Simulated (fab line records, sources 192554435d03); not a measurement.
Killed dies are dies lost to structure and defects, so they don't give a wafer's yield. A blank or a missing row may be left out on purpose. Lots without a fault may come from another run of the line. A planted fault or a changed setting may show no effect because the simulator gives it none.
Which tool did it? | flow n5_finfet | 24 lots, 72 wafers sampled, at 4 steps of a route of 1938

WHAT THE GAUGES READ, wafer by wafer
N5_BEOL_M9_THK_MEAS_53: measures by xrf.
lot  | measured     | on            | M9_THK (nm)
L074 | day 10 14:55 | film_metro-02 | 133 144 135
L075 | day 11 03:43 | film_metro-02 | 136 141 139
L076 | day 11 06:34 | film_metro-02 | 145 143 142
L077 | day 11 15:55 | film_metro-01 | 135 140 139
L079 | day 11 16:43 | film_metro-01 | 138 136 134
L078 | day 11 19:41 | film_metro-02 | 133 138 134
L080 | day 11 21:47 | film_metro-02 | 148 132 132
L081 | day 12 02:25 | film_metro-01 | 137 141 140
L083 | day 12 22:11 | film_metro-02 | 138 142 137
L082 | day 13 00:37 | film_metro-02 | 138 134 141
L084 | day 13 06:46 | film_metro-01 | 143 142 143
L086 | day 13 16:07 | film_metro-01 | 140 143 147
L087 | day 14 01:13 | film_metro-02 | 139 136 146
L085 | day 14 02:46 | film_metro-01 | 144 144 145
L088 | day 14 03:32 | film_metro-01 | 144 139 145
L090 | day 14 22:48 | film_metro-01 | 140 149 143
L091 | day 15 07:47 | film_metro-01 | 136 145 138
L089 | day 15 08:15 | film_metro-02 | 144 141 142
L093 | day 15 14:56 | film_metro-02 | 141 141 140
L094 | day 16 04:19 | film_metro-01 | 132 134 135
L092 | day 16 01:52 | film_metro-01 | 137 147 146
L096 | day 16 02:08 | film_metro-02 | 142 144 145
L095 | day 16 05:26 | film_metro-01 | 146 145 137
L097 | day 17 07:21 | film_metro-02 | 148 145 144

WHICH TOOL RAN EACH LOT (tool, then ch and the chambers of the sampled wafers, then the start)
lot  | N5_BEOL_M9_PECVD_70             | N5_BEOL_M9_ETCH_66                 | N5_BEOL_M9_SURFACE_TREAT_79
L074 | pecvd-02 ch 0,2, day 10 07:35   | rie_diel-01 ch 1,3, day 10 11:25   | pvd_sputter-01, day 10 13:39
L075 | pecvd-03 ch 0,1, day 10 21:49   | rie_diel-04 ch 0,1,2, day 11 00:48 | pvd_sputter-03, day 11 02:15
L076 | pecvd-03 ch 0,1,2, day 10 23:39 | rie_diel-03 ch 1,2, day 11 04:00   | pvd_sputter-02, day 11 05:26
L077 | pecvd-02 ch 0,2, day 11 05:55   | rie_diel-01 ch 1,2, day 11 11:14   | pvd_sputter-03, day 11 14:41
L079 | pecvd-03 ch 1,2, day 11 08:03   | rie_diel-01 ch 1,2, day 11 14:07   | pvd_sputter-01, day 11 15:26
L078 | pecvd-04 ch 0,1,2, day 11 08:20 | rie_diel-04 ch 1,2, day 11 14:58   | pvd_sputter-01, day 11 18:21
L080 | pecvd-04 ch 0,2, day 11 12:28   | rie_diel-01 ch 1,3, day 11 17:47   | pvd_sputter-03, day 11 19:50
L081 | pecvd-02 ch 0,1, day 11 17:16   | rie_diel-04 ch 0,1,3, day 11 23:35 | pvd_sputter-02, day 12 01:17
L083 | pecvd-02 ch 0,1,2, day 12 12:30 | rie_diel-04 ch 0,1, day 12 18:25   | pvd_sputter-03, day 12 19:49
L082 | pecvd-03 ch 0,1,2, day 12 16:24 | rie_diel-04 ch 1,2, day 12 22:04   | pvd_sputter-01, day 12 23:22
L084 | pecvd-03 ch 1,2, day 13 00:46   | rie_diel-03 ch 2,3, day 13 04:02   | pvd_sputter-03, day 13 05:23
L086 | pecvd-02 ch 0,1,2, day 13 07:11 | rie_diel-03 ch 0,1,3, day 13 12:37 | pvd_sputter-02, day 13 14:28
L087 | pecvd-04 ch 0,2, day 13 17:37   | rie_diel-01 ch 0,1,2, day 13 21:53 | pvd_sputter-02, day 13 23:34
L085 | pecvd-02 ch 0,1,2, day 13 18:20 | rie_diel-04 ch 0,3, day 13 22:29   | pvd_sputter-03, day 13 23:59
L088 | pecvd-03 ch 0,1,2, day 13 18:49 | rie_diel-04 ch 1,3, day 14 00:18   | pvd_sputter-02, day 14 02:33
L090 | pecvd-02 ch 0,1,2, day 14 14:16 | rie_diel-01 ch 0,1,2, day 14 20:25 | pvd_sputter-01, day 14 21:46
L091 | pecvd-03 ch 1,2, day 15 00:54   | rie_diel-01 ch 1,2,3, day 15 04:53 | pvd_sputter-03, day 15 06:40
L089 | pecvd-03 ch 1,2, day 15 01:26   | rie_diel-04 ch 0,2, day 15 04:58   | pvd_sputter-02, day 15 07:13
L093 | pecvd-02 ch 0,1,2, day 15 08:22 | rie_diel-03 ch 0,3, day 15 11:12   | pvd_sputter-02, day 15 13:35
L094 | pecvd-04 ch 0,1,2, day 15 16:25 | rie_diel-01 ch 1,2, day 15 23:26   | pvd_sputter-03, day 16 02:28
L092 | pecvd-02 ch 0,1,2, day 15 16:26 | rie_diel-01 ch 2,3, day 15 22:28   | pvd_sputter-03, day 16 00:13
L096 | pecvd-03 ch 0,1, day 15 17:02   | rie_diel-03 ch 1,2,3, day 15 22:30 | pvd_sputter-02, day 16 00:15
L095 | pecvd-02 ch 0,2, day 15 19:40   | rie_diel-01 ch 0,1,3, day 16 02:13 | pvd_sputter-02, day 16 03:30
L097 | pecvd-04 ch 0,1,2, day 16 23:32 | rie_diel-01 ch 0,3, day 17 04:35   | pvd_sputter-02, day 17 05:56
- N5_BEOL_M9_PECVD_70: deposits SiO2 from TEOS/O2, target thk 20 nm, time 22.7 s.
- N5_BEOL_M9_ETCH_66: etches SOC in N2/H2, target depth 80 nm, overetch 16 nm, time 120 s.
- N5_BEOL_M9_SURFACE_TREAT_79

WHAT THE TOOLS THEMSELVES READ (means of the sampled wafers that have a number; where no wafer has one, the mark that the record gives instead)
N5_BEOL_M9_PECVD_70.
lot  | tool     | heater_power_w (W) | showerhead_plenum_p_Torr (Torr) | throttle_valve_pct (%)
L074 | pecvd-02 | 763                | 8.89                            | 22.0
L075 | pecvd-03 | 729                | 8.76                            | 21.4
L076 | pecvd-03 | 815                | 8.80                            | 21.5
L077 | pecvd-02 | 738                | 8.85                            | 21.9
L079 | pecvd-03 | 910                | 8.79                            | 21.5
L078 | pecvd-04 | 716                | 8.79                            | 23.2
L080 | pecvd-04 | 675                | 8.80                            | 22.2
L081 | pecvd-02 | 759                | 8.82                            | 21.9
L083 | pecvd-02 | 773                | 8.86                            | 22.1
L082 | pecvd-03 | 825                | 8.79                            | 21.5
L084 | pecvd-03 | 832                | 8.81                            | 21.3
L086 | pecvd-02 | 731                | 8.86                            | 22.1
L087 | pecvd-04 | 698                | 8.81                            | 22.3
L085 | pecvd-02 | 748                | 8.85                            | 22.1
L088 | pecvd-03 | 795                | 8.77                            | 21.5
L090 | pecvd-02 | 804                | 8.86                            | 22.1
L091 | pecvd-03 | 824                | 8.78                            | 21.4
L089 | pecvd-03 | 813                | 8.78                            | 21.3
L093 | pecvd-02 | 758                | 8.85                            | 22.3
L094 | pecvd-04 | 664                | 8.80                            | 23.3
L092 | pecvd-02 | 734                | 8.87                            | 22.2
L096 | pecvd-03 | 792                | 8.77                            | 21.4
L095 | pecvd-02 | 740                | 8.90                            | 22.2
L097 | pecvd-04 | 655                | 8.80                            | 23.3

N5_BEOL_M9_ETCH_66.
lot  | tool        | drypump_motor_current_A (A) | oes_product_au (a.u.) | rf_vpp_V (V) | showerhead_plenum_p_Torr (Torr) | throttle_valve_pct (%)
L074 | rie_diel-01 | 5.3                         | 0.61                  | 522.3        | 2.46                            | 17.8
L075 | rie_diel-04 | 5.2                         | 0.61                  | 522.3        | 2.52                            | 17.9
L076 | rie_diel-03 | 5.3                         | 0.59                  | 523.6        | 2.54                            | 17.9
L077 | rie_diel-01 | 5.3                         | 0.64                  | 521.3        | 2.44                            | 17.8
L079 | rie_diel-01 | 5.2                         | 0.60                  | 520.3        | 2.43                            | 18.0
L078 | rie_diel-04 | 5.1                         | 0.55                  | 521.1        | 2.46                            | 17.9
L080 | rie_diel-01 | 5.3                         | 0.60                  | 520.9        | 2.46                            | 17.9
L081 | rie_diel-04 | 5.8                         | 0.61                  | 524.9        | 2.55                            | 18.0
L083 | rie_diel-04 | 5.6                         | 0.61                  | 524.5        | 2.54                            | 17.8
L082 | rie_diel-04 | 5.4                         | 0.57                  | 522.3        | 2.49                            | 17.9
L084 | rie_diel-03 | 5.8                         | 0.61                  | 522.3        | 2.50                            | 17.8
L086 | rie_diel-03 | 5.6                         | 0.62                  | 525.5        | 2.55                            | 17.7
L087 | rie_diel-01 | 5.3                         | 0.62                  | 523.5        | 2.51                            | 17.8
L085 | rie_diel-04 | 6.1                         | 0.58                  | 523.0        | 2.55                            | 18.2
L088 | rie_diel-04 | 6.2                         | 0.56                  | 524.4        | 2.53                            | 18.1
L090 | rie_diel-01 | 5.3                         | 0.62                  | 523.6        | 2.51                            | 17.8
L091 | rie_diel-01 | 5.4                         | 0.61                  | 522.1        | 2.47                            | 17.7
L089 | rie_diel-04 | 5.0                         | 0.71                  | 527.5        | 2.68                            | 17.7
L093 | rie_diel-03 | 5.8                         | 0.63                  | 524.2        | 2.53                            | 17.7
L094 | rie_diel-01 | 5.3                         | 0.61                  | 521.3        | 2.42                            | 17.8
L092 | rie_diel-01 | 5.6                         | 0.64                  | 523.9        | 2.51                            | 17.4
L096 | rie_diel-03 | 5.6                         | 0.58                  | 523.5        | 2.50                            | 18.0
L095 | rie_diel-01 | 5.3                         | 0.61                  | 523.3        | 2.54                            | 17.8
L097 | rie_diel-01 | 5.4                         | 0.64                  | 526.6        | 2.64                            | 17.6

THE ANSWER, worked out from the rows above alone
Rule: what is usual is taken from the lots themselves. Put in order of their means at a reading, lots are off if they are a third of the lots or fewer, leave a main group of 4 or more, and stand apart from it by a gap of 3 or more times the standard deviation of the main group's means; of several such gaps the widest counts. A main group whose means are all the same, to the digits that the tables above print for the reading, isn't used. A lot without any number at a reading at which 4 lots or more have one is off too. The other lots that the step has rows for count as sound. The gauges are gone through in route order, then the tools' own readings, and for those a lot's mean is taken as printed above. The first step at which some lot is off is used, and at that step the reading that is off furthest; a lot without a number counts as furthest.
No lot is off at any reading shown: from this, nothing can be told.

WHAT THE SIMULATOR HAD PUT IN
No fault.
